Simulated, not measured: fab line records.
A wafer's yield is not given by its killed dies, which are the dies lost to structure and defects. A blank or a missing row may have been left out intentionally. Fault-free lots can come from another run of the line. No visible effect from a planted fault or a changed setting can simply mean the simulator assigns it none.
fab line records	flow n5Finfet	part 1 of 2: steps 1 to 20 of 27
record: lots: 5	wafers: 15	lastDay: 19
route steps=1938 shown HKMG_FIN@425
lots untouched by any fault: they come from a run of this same line in which no faults occurred
startH: the number of hours between the record's first day and the start of the first shown wafer of the lot	waitH: how many hours have passed since the lot's step before this one	" same as the row above	L1.1+2: one row covering several wafers at once	- no value, or no start was given	* or withheld: withheld	< > ~ a bound
route shown NAME@n: a module of which the file shows steps, and the number in the route of the first	usual: mean and standard deviation over wafers with no fault	same: alike in all rows	chamber/n: place in a boat	sites: each site's reading	_std_site: standard deviation of those values	_edge_site: mean of outer sites minus mean of inner sites	radiusMm: how far each site lies from the wafer's centre	mask NAME#n: copy n	behind: the last tool/chamber to shape the wafer	hold: the reason the lot was held/the length of the hold in hours/how it ended	device: transistor that didn't switch, given as n, p or np	end of line: the route-end tests of the same wafers	where a step has no rows: the recipe by itself	killed: at the first sort, the dies lost to defects and structure; wafer yield is something else	map: shows each die of a wafer: x if killed, . if not, _ if none is there
set.NAME: setting as actually run; set.NAME@STEP: the setting as run at that earlier step	model.NAME: the simulator's own value behind a step, which no gauge read
certain route steps with their lots: each step a table, each wafer a row
services: a tool's chamber out of use, with start hour (startH, from the record's first day; less than 0 if before it), hours out, and reason
== steps ==
step: N5_HKMG_FIN_EBR_08
recipe: solvent: PGMEA	ebrWidthMm: 1.5
lot.wafer	tool	chamber	startH	waitH
L083.2+4+6	lithoTrack-05	0	-	-
L084.3+4+6	lithoTrack-01	0	-	-
L085.3+4+5	lithoTrack-05	0	-	-
L091.1+2+6	lithoTrack-05	0	-	-
L097.1+3+5	lithoTrack-05	0	-	-
step: N5_HKMG_FIN_SOFTBAKE_07
recipe: tempC: 110	timeS: 60	resist: CAR-ArF
lot.wafer	tool	chamber	startH	waitH
L083.2+4+6	lithoTrack-05	0	-	-
L084.3+4+6	lithoTrack-01	0	-	-
L085.3+4+5	lithoTrack-05	0	-	-
L091.1+2+6	lithoTrack-05	0	-	-
L097.1+3+5	lithoTrack-05	0	-	-
step: N5_HKMG_FIN_EXPOSE_09
recipe: maskId: NWFM	na: 1.35	sourceShape: conventional	sigmaOuter: 0.8	polarization: unpolarized	doseMj: 39.25
lot.wafer	tool	chamber	startH	waitH	mask
L083.2+4+6	arfiScanner-02	0	133.40	-	NWFM#0
L084.3+4+6	arfiScanner-01	0	136.54	-	NWFM#0
L085.3+4+5	arfiScanner-03	0	148.10	-	NWFM#0
L091.1+2+6	arfiScanner-03	0	177.48	-	NWFM#0
L097.1+3+5	arfiScanner-02	0	211.92	-	NWFM#0
step: N5_HKMG_FIN_PEB_10
recipe: pebTempC: withheld	pebTimeS: 60	resist: CAR-ArF
same: pebTimeS: 60
lot.wafer	tool	chamber	startH	waitH
L083.2+4+6	lithoTrack-04	0	133.45	0.0
L084.3+4+6	lithoTrack-04	0	136.59	0.0
L085.3+4+5	lithoTrack-05	0	148.15	0.0
L091.1+2+6	lithoTrack-05	0	177.53	0.1
L097.1+3+5	lithoTrack-05	0	211.98	0.1
step: N5_HKMG_FIN_DEVELOP_11
recipe: developTimeS: 30	developer: TMAH	resist: CAR-ArF	devTempC: 23	rinseLiquid: diw	dry: airSpin
lot.wafer	tool	chamber	startH	waitH
L083.2+4+6	lithoTrack-04	0	-	-
L084.3+4+6	lithoTrack-04	0	-	-
L085.3+4+5	lithoTrack-05	0	-	-
L091.1+2+6	lithoTrack-05	0	-	-
L097.1+3+5	lithoTrack-05	0	-	-
step: N5_HKMG_FIN_CD_MEAS_12
recipe: targetCdNm: 92.8	landingEnergyEv: 500	detector: seInlens
usual: cdNm: 93.0/0.52
same: landingEnergyEv: 500
lot.wafer	tool	chamber	startH	waitH	cdNm
L083.2	cdSem-01	0	133.52	-	94.3
L083.4	"	0	"	"	92.6
L083.6	"	0	"	"	93.4
L084.3	cdSem-02	0	136.65	-	93.5
L084.4	"	0	"	"	93.0
L084.6	"	0	"	"	92.7
L085.3	cdSem-03	0	148.22	-	93.2
L085.4	"	0	"	"	93.0
L085.5	"	0	"	"	93.3
L091.1	cdSem-01	0	177.60	-	92.9
L091.2	"	0	"	"	93.4
L091.6	"	0	"	"	93.4
L097.1	cdSem-02	0	212.05	-	92.7
L097.3	"	0	"	"	91.7
L097.5	"	0	"	"	92.4
step: N5_HKMG_FIN_OVL_MEAS_13
recipe: pointsPerWafer: 44
usual: NWFM_OVL: -0.3/0.87
lot.wafer	tool	chamber	startH	waitH	NWFM_OVL[nm]
L083.2	overlay-02	0	133.55	0.0	0.6
L083.4	"	0	"	"	1.2
L083.6	"	0	"	"	0.3
L084.3	overlay-02	0	136.68	0.0	-1.2
L084.4	"	0	"	"	-0.9
L084.6	"	0	"	"	-0.6
L085.3	overlay-02	0	148.25	0.0	0.6
L085.4	"	0	"	"	-1.1
L085.5	"	0	"	"	0.0
L091.1	overlay-02	0	177.63	0.0	-2.1
L091.2	"	0	"	"	-0.5
L091.6	"	0	"	"	0.8
L097.1	overlay-01	0	212.08	0.0	0.3
L097.3	"	0	"	"	0.8
L097.5	"	0	"	"	0.6
step: N5_HKMG_FIN_INSPECT_14
recipe: mode: adi	inspectInstrument: macro
usual: rawDefectCount: 2.1/1.4
lot.wafer	tool	chamber	startH	waitH	rawDefectCount
L083.2	defectInspect-01	-	133.57	0.0	2
L083.4	"	-	"	"	5
L083.6	"	-	"	"	2
L084.3	defectInspect-01	-	136.71	0.0	4
L084.4	"	-	"	"	0
L084.6	"	-	"	"	6
L085.3	defectInspect-01	-	148.27	0.0	1
L085.4	"	-	"	"	5
L085.5	"	-	"	"	1
L091.1	defectInspect-01	-	177.65	0.0	4
L091.2	"	-	"	"	1
L091.6	"	-	"	"	3
L097.1	defectInspect-01	-	212.10	0.0	2
L097.3	"	-	"	"	1
L097.5	"	-	"	"	3
step: N5_HKMG_FIN_DESCUM_17
recipe: chemistry: O2	timeS: 7.9	sourcePowerW: 50	biasPowerW: 20	pressureMtorr: 20	rfFrequencyHz: 2.712e+07	tempC: 40	resist: CAR-ArF	o2FlowSccm: 225
usual: drypumpMotorCurrentA: 5.9/0.37	oesProductAu: 0.80/0.084	rfVppV: 243.5/1.7	showerheadPlenumPTorr: 2.12/0.1	throttleValvePct: 20.33/0.16
lot.wafer	tool	chamber	startH	waitH	drypumpMotorCurrentA	oesProductAu	rfHoursCounterH	rfVppV	showerheadPlenumPTorr	throttleValvePct
L083.2	rieDiel-05	1	133.96	0.4	5.4	0.77	123	239.3	1.92	20.50
L083.4	"	3	"	"	6.4	0.72	-	243.7	2.16	20.61
L083.6	"	1	"	"	5.4	0.78	-	241.0	1.92	20.49
L084.3	rieDiel-05	0	136.74	0.0	5.5	0.76	150	243.0	2.18	20.21
L084.4	"	0	"	"	5.5	0.76	-	243.7	2.18	20.21
L084.6	"	1	"	"	5.4	0.77	-	241.0	1.92	20.50
L085.3	rieDiel-04	3	148.30	0.0	5.9	0.73	189	243.5	2.08	20.34
L085.4	"	1	"	"	6.1	0.73	200	240.9	1.98	20.21
L085.5	"	2	"	"	6.1	0.89	-	242.8	2.03	20.49
L091.1	rieDiel-02	1	177.69	0.0	5.5	0.81	80	245.3	2.20	20.30
L091.2	"	2	"	"	6.4	0.66	244	243.7	2.05	20.56
L091.6	"	3	"	"	5.9	0.72	-	244.4	2.17	20.23
L097.1	rieDiel-05	1	212.13	0.0	5.4	0.75	147	241.7	1.91	20.51
L097.3	"	2	"	"	5.8	0.90	22	242.7	2.23	20.30
L097.5	"	2	"	"	5.8	0.90	-	244.0	2.23	20.31
step: N5_HKMG_FIN_ETCH_31
recipe: chemistry: CF4	target: SiARC	targetDepthA: 455	maskMaterial: CAR-ArF	timeS: 75.8	ionEnergyEv: 80	pressureMtorr: 40	sourceW: 545	biasW: 36	Ar_flow_sccm: 100	cf4FlowSccm: 100	ends: cleared
usual: drypumpMotorCurrentA: 5.9/0.37	etchRfOnTimeS: 75.4/0.97	oesProductAu: 0.68/0.071	rfVppV: 184.3/1.4	showerheadPlenumPTorr: 2.17/0.096	throttleValvePct: 15.53/0.18
lot.wafer	tool	chamber	startH	waitH	drypumpMotorCurrentA	etchRfOnTimeS	oesProductAu	rfHoursCounterH	rfVppV	showerheadPlenumPTorr	throttleValvePct
L083.2	rieDiel-05	1	133.99	0.0	5.4	75.5	0.66	123	181.4	1.99	15.73
L083.4	"	3	"	"	6.3	75.0	0.61	-	183.0	2.20	15.82
L083.6	"	1	"	"	5.4	75.8	0.65	-	181.7	1.99	15.74
L084.3	rieDiel-05	0	136.77	0.0	5.5	75.3	0.66	150	184.4	2.22	15.42
L084.4	"	0	"	"	5.5	75.2	0.66	-	184.8	2.22	15.43
L084.6	"	1	"	"	5.4	76.5	0.66	-	182.7	1.99	15.74
L085.3	rieDiel-04	3	148.34	0.0	6.0	75.0	0.63	189	183.9	2.12	15.52
L085.4	"	1	"	"	6.1	76.6	0.62	200	181.9	2.04	15.51
L085.5	"	2	"	"	6.1	74.6	0.75	-	184.3	2.10	15.71
L091.1	rieDiel-02	1	177.72	0.0	5.4	75.5	0.70	80	184.6	2.26	15.54
L091.2	"	2	"	"	6.4	75.3	0.57	244	184.0	2.10	15.82
L091.6	"	3	"	"	5.9	76.7	0.62	-	184.1	2.21	15.44
L097.1	rieDiel-05	1	212.17	0.0	5.4	75.8	0.64	147	182.2	1.98	15.79
L097.3	"	2	"	"	5.8	74.8	0.77	22	183.8	2.28	15.45
L097.5	"	2	"	"	5.8	74.8	0.78	-	184.9	2.28	15.44
step: N5_HKMG_FIN_ETCH_32
recipe: chemistry: N2/H2	target: SOC	targetDepthA: 2400	tempC: 40	timeS: 300	ionEnergyEv: 200	maskMaterial: SiARC	pressureMtorr: 30	sourceW: 840	biasW: 150	n2FlowSccm: 200	h2FlowSccm: 200
usual: drypumpMotorCurrentA: 5.9/0.37	oesProductAu: 0.80/0.083	rfVppV: 525/3.5	showerheadPlenumPTorr: 2.58/0.12	throttleValvePct: 17.78/0.2
lot.wafer	tool	chamber	startH	waitH	drypumpMotorCurrentA	oesProductAu	rfHoursCounterH	rfVppV	showerheadPlenumPTorr	throttleValvePct
L083.2	rieDiel-05	1	134.05	0.0	5.4	0.76	123	519	2.35	18.00
L083.4	"	3	"	"	6.3	0.71	-	527	2.62	18.11
L083.6	"	1	"	"	5.4	0.77	-	519	2.35	17.99
L084.3	rieDiel-05	0	136.83	0.0	5.5	0.76	150	529	2.65	17.63
L084.4	"	0	"	"	5.5	0.76	-	527	2.65	17.63
L084.6	"	1	"	"	5.4	0.76	-	518	2.35	17.99
L085.3	rieDiel-04	3	148.39	0.0	6.0	0.75	189	524	2.52	17.78
L085.4	"	1	"	"	6.1	0.73	200	521	2.41	17.68
L085.5	"	2	"	"	6.1	0.89	-	522	2.48	17.98
L091.1	rieDiel-02	1	177.78	0.0	5.5	0.82	80	528	2.68	17.69
L091.2	"	2	"	"	6.4	0.67	244	524	2.51	18.13
L091.6	"	3	"	"	5.9	0.73	-	526	2.64	17.78
L097.1	rieDiel-05	1	212.22	0.0	5.4	0.75	147	518	2.34	18.03
L097.3	"	2	"	"	5.8	0.90	22	529	2.71	17.66
L097.5	"	2	"	"	5.8	0.90	-	529	2.71	17.69
step: N5_HKMG_FIN_STRIP_33
recipe: chemistry: N2/H2	tempC: 40	n2FlowSccm: 200	h2FlowSccm: 200	rfFrequencyHz: 6e+07
lot.wafer	tool	chamber	startH	waitH
L083.2+4+6	rieDiel-05	1,3,1	134.23	0.1
L084.3+4+6	rieDiel-05	0,0,1	137.01	0.1
L085.3+4+5	rieDiel-04	3,1,2	148.57	0.1
L091.1+2+6	rieDiel-02	1,2,3	177.96	0.1
L097.1+3+5	rieDiel-05	1,2,2	212.41	0.1
step: N5_HKMG_FIN_STRIP_34
recipe: chemistry: CF4	resist: SiARC	powerW: 300	biasPowerW: 75	pressureMtorr: 50	cf4FlowSccm: 150	rfFrequencyHz: 6e+07
usual: drypumpMotorCurrentA: 5.9/0.37	oesProductAu: 0.79/0.078	rfVppV: 271.7/1.9	showerheadPlenumPTorr: 1.82/0.079	throttleValvePct: 13.52/0.2
lot.wafer	tool	chamber	startH	waitH	drypumpMotorCurrentA	oesProductAu	rfHoursCounterH	rfVppV	showerheadPlenumPTorr	throttleValvePct
L083.2	rieDiel-05	1	134.24	0.0	5.4	0.76	124	269.1	1.67	13.70
L083.4	"	3	"	"	6.3	0.70	-	271.2	1.85	13.82
L083.6	"	1	"	"	5.4	0.76	-	267.6	1.67	13.70
L084.3	rieDiel-05	0	137.02	0.0	5.5	0.76	150	274.5	1.86	13.42
L084.4	"	0	"	"	5.5	0.76	-	272.9	1.86	13.45
L084.6	"	1	"	"	5.4	0.76	-	269.2	1.67	13.70
L085.3	rieDiel-04	3	148.58	0.0	6.0	0.73	189	271.2	1.78	13.54
L085.4	"	1	"	"	6.1	0.73	200	269.2	1.71	13.52
L085.5	"	2	"	"	6.1	0.86	-	271.1	1.76	13.65
L091.1	rieDiel-02	1	177.97	0.0	5.5	0.80	81	271.9	1.89	13.51
L091.2	"	2	"	"	6.4	0.67	244	271.2	1.77	13.83
L091.6	"	3	"	"	5.9	0.73	-	272.3	1.85	13.48
L097.1	rieDiel-05	1	212.42	0.0	5.4	0.74	147	269.1	1.67	13.76
L097.3	"	2	"	"	5.8	0.88	22	272.6	1.90	13.39
L097.5	"	2	"	"	5.8	0.89	-	273.3	1.90	13.37
step: N5_HKMG_FIN_ETCH_35
recipe: chemistry: N2/H2	target: SOC	targetDepthA: 2158	ionEnergyEv: 65	biasW: 5	sourceW: 3000	timeS: 243.4	pressureMtorr: 30	n2FlowSccm: 200	h2FlowSccm: 200
usual: drypumpMotorCurrentA: 5.9/0.37	oesProductAu: 0.80/0.083	rfVppV: 141.8/1.2	showerheadPlenumPTorr: 2.58/0.12	throttleValvePct: 17.79/0.19
lot.wafer	tool	chamber	startH	waitH	drypumpMotorCurrentA	oesProductAu	rfHoursCounterH	rfVppV	showerheadPlenumPTorr	throttleValvePct
L083.2	rieDiel-05	1	134.26	0.0	5.4	0.76	124	139.3	2.35	18.00
L083.4	"	3	"	"	6.3	0.71	-	141.9	2.62	18.12
L083.6	"	1	"	"	5.4	0.77	-	139.1	2.35	18.01
L084.3	rieDiel-05	0	137.04	0.0	5.6	0.76	150	141.7	2.65	17.64
L084.4	"	0	"	"	5.6	0.76	-	141.7	2.65	17.64
L084.6	"	1	"	"	5.4	0.76	-	140.8	2.35	18.01
L085.3	rieDiel-04	3	148.60	0.0	6.0	0.74	190	141.4	2.53	17.79
L085.4	"	1	"	"	6.1	0.73	200	141.4	2.41	17.67
L085.5	"	2	"	"	6.1	0.88	-	140.3	2.48	17.96
L091.1	rieDiel-02	1	177.99	0.0	5.5	0.82	81	142.3	2.68	17.70
L091.2	"	2	"	"	6.4	0.66	244	142.6	2.51	18.13
L091.6	"	3	"	"	5.9	0.74	-	142.0	2.64	17.77
L097.1	rieDiel-05	1	212.44	0.0	5.4	0.74	147	139.9	2.34	18.04
L097.3	"	2	"	"	5.8	0.90	22	141.9	2.71	17.67
L097.5	"	2	"	"	5.8	0.91	-	143.8	2.71	17.69
step: N5_HKMG_FIN_STRIP_92
recipe: chemistry: N2/H2	material: SOC	timeS: 20	powerW: 500	tempC: 40	pressureMtorr: 50	rfFrequencyHz: 6e+07	biasPowerW: 8	h2Frac: 0.5	n2FlowSccm: 300	h2FlowSccm: 300
usual: drypumpMotorCurrentA: 5.9/0.37	oesProductAu: 0.80/0.084	rfVppV: 54.2/0.87	showerheadPlenumPTorr: 3.41/0.15	throttleValvePct: 19.00/0.25
lot.wafer	tool	chamber	startH	waitH	drypumpMotorCurrentA	oesProductAu	rfHoursCounterH	rfVppV	showerheadPlenumPTorr	throttleValvePct
L083.2	rieDiel-05	1	134.41	0.1	5.4	0.77	124	52.9	3.11	19.20
L083.4	"	3	"	"	6.3	0.72	-	54.4	3.46	19.43
L083.6	"	1	"	"	5.4	0.77	-	53.3	3.11	19.19
L084.3	rieDiel-05	0	137.19	0.1	5.6	0.76	151	54.1	3.49	18.72
L084.4	"	0	"	"	5.6	0.76	-	54.3	3.49	18.70
L084.6	"	1	"	"	5.4	0.76	-	53.4	3.11	19.18
L085.3	rieDiel-04	3	148.75	0.1	6.0	0.74	190	53.2	3.34	19.01
L085.4	"	1	"	"	6.1	0.73	200	53.7	3.19	18.80
L085.5	"	2	"	"	6.1	0.88	-	54.1	3.28	19.15
L091.1	rieDiel-02	1	178.14	0.1	5.4	0.82	81	54.2	3.53	18.79
L091.2	"	2	"	"	6.4	0.67	244	55.5	3.31	19.47
L091.6	"	3	"	"	5.9	0.73	-	55.0	3.48	19.12
L097.1	rieDiel-05	1	212.58	0.1	5.4	0.75	147	53.6	3.10	19.22
L097.3	"	2	"	"	5.8	0.91	22	54.3	3.57	18.77
L097.5	"	2	"	"	5.8	0.90	-	53.7	3.57	18.75
step: N5_HKMG_FIN_WET_ETCH_18
recipe: chemistry: SC1	target: TiN	mix: 1:1:5	tempC: *	timeS: 55	targetDepthNm: 5.2	dry: ipaMarangoni	rinseTimeS: 30	rinseTempC: 23
same: rinseTimeS: 30
lot.wafer	tool	chamber	startH	waitH
L083.2+4+6	wetBench-01	4,0,3	134.49	0.1
L084.3+4+6	wetBench-06	3,4,5	137.27	0.1
L085.3+4+5	wetBench-05	0,5,7	148.84	0.1
L091.1+2+6	wetBench-05	2,0,3	178.22	0.1
L097.1+3+5	wetBench-05	4,7,6	212.67	0.1
step: N5_HKMG_FIN_STRIP_19
recipe: chemistry: N2/H2	powerW: 2500	tempC: 300	h2Frac: 0.65	timeS: 360	pressureMtorr: withheld	n2FlowSccm: 1750	h2FlowSccm: 3250
usual: drypumpMotorCurrentA: 5.34/0.25	heaterPowerW: 487/22
lot.wafer	tool	chamber	startH	waitH	drypumpMotorCurrentA	heaterPowerW	rfHoursCounterH
L083.2	plasmaAsher-01	0	134.58	0.0	4.99	451	98
L083.4	"	0	"	"	4.99	468	-
L083.6	"	1	"	"	5.64	520	-
L084.3	plasmaAsher-02	1	137.46	0.1	5.51	510	-
L084.4	"	0	"	"	5.23	484	-
L084.6	"	0	"	"	5.22	474	-
L085.3	plasmaAsher-02	1	149.02	0.1	5.53	506	-
L085.4	"	0	"	"	5.23	479	-
L085.5	"	0	"	"	5.22	473	-
L091.1	plasmaAsher-01	1	178.28	0.0	5.60	498	105
L091.2	"	0	"	"	5.03	469	105
L091.6	"	1	"	"	5.59	516	-
L097.1	plasmaAsher-01	1	212.73	0.0	5.65	507	113
L097.3	"	0	"	"	5.01	458	-
L097.5	"	0	"	"	5.03	461	-
step: N5_HKMG_FIN_ALD_91
recipe: material: TiN	targetThkA: 10	tempC: 400	aldPrecursorFamily: TiCl4	aldCoReactant: NH3	pulseTimeS: 1	purgeTimeS: 3	coReactantPurgeTimeS: 2	coReactantPulseTimeS: 2	aldCycles: 47	pressureTorr: 3
usual: heaterPowerW: 883/99	precursorPulseHeightRel: 1.001/0.022
lot.wafer	tool	chamber	startH	waitH	heaterPowerW	precursorPulseHeightRel
L083.2	aldMetal-03	3	134.96	0.3	873	1.052
L083.4	"	0	"	"	791	0.975
L083.6	"	3	"	"	879	1.009
L084.3	aldMetal-02	0	137.72	0.1	1067	0.977
L084.4	"	1	"	"	895	1.008
L084.6	"	1	"	"	862	1.026
L085.3	aldMetal-03	2	149.28	0.1	944	0.970
L085.4	"	0	"	"	814	1.019
L085.5	"	3	"	"	882	1.006
L091.1	aldMetal-01	1	178.67	0.3	821	1.026
L091.2	"	2	"	"	978	0.955
L091.6	"	3	"	"	698	0.968
L097.1	aldMetal-02	0	213.11	0.3	1051	1.017
L097.3	"	2	"	"	947	0.983
L097.5	"	1	"	"	878	0.998
step: N5_HKMG_FIN_COAT_85
recipe: resist: SOC	tempC: 250	timeS: 60	spinRpm: 1500	resistThkNm: 300
usual: dispensePressureKPa: 51.4/2
lot.wafer	tool	chamber	startH	waitH	dispensePressureKPa
L083.2	lithoTrack-01	0	135.24	0.2	53.7
L083.4	"	0	"	"	53.6
L083.6	"	0	"	"	53.7
L084.3	lithoTrack-04	0	138.00	0.2	49.2
L084.4	"	0	"	"	49.3
L084.6	"	0	"	"	49.3
L085.3	lithoTrack-05	0	149.57	0.2	49.8
L085.4	"	0	"	"	49.8
L085.5	"	0	"	"	49.8
L091.1	lithoTrack-05	0	178.94	0.2	49.8
L091.2	"	0	"	"	49.8
L091.6	"	0	"	"	49.9
L097.1	lithoTrack-01	0	213.39	0.2	53.7
L097.3	"	0	"	"	53.7
L097.5	"	0	"	"	53.6
step: N5_HKMG_FIN_ETCH_86
recipe: chemistry: N2/H2	target: SOC	targetDepthA: 3932	stopOn: TiN	ionEnergyEv: 100	biasW: 61	pressureMtorr: 30	sourceW: 850	n2FlowSccm: 200	h2FlowSccm: 200
usual: drypumpMotorCurrentA: 5.9/0.35	oesProductAu: 0.79/0.086	rfVppV: 241.1/1.7	showerheadPlenumPTorr: 2.57/0.12	throttleValvePct: 17.78/0.2
lot.wafer	tool	chamber	startH	waitH	drypumpMotorCurrentA	oesProductAu	rfHoursCounterH	rfVppV	showerheadPlenumPTorr	throttleValvePct
L083.2	rieDiel-02	1	135.30	-	5.5	0.82	67	242.7	2.68	17.64
L083.4	"	3	"	"	5.9	0.74	172	242.1	2.64	17.71
L083.6	"	2	"	"	6.4	0.67	-	238.7	2.51	18.08
L084.3	rieDiel-05	0	138.06	-	5.5	0.76	151	241.2	2.65	17.60
L084.4	"	3	"	"	6.3	0.70	225	241.6	2.62	18.07
L084.6	"	2	"	"	5.8	0.98	-	242.9	2.72	17.62
L085.3	rieDiel-05	2	149.62	-	5.8	0.95	3	244.2	2.72	17.62
L085.4	"	1	"	"	5.4	0.76	129	238.8	2.35	17.97
L085.5	"	2	"	"	5.8	0.96	-	242.4	2.72	17.63
L091.1	rieDiel-05	1	179.01	-	5.4	0.75	138	237.8	2.34	17.98
L091.2	"	3	"	"	6.3	0.70	238	241.1	2.62	18.09
L091.6	"	3	"	"	6.3	0.70	-	242.6	2.62	18.12
L097.1	rieDiel-04	1	213.45	-	6.1	0.70	225	239.5	2.40	17.68
L097.3	"	2	"	"	6.1	0.83	71	238.9	2.47	17.98
L097.5	"	1	"	"	6.1	0.70	-	238.9	2.40	17.69
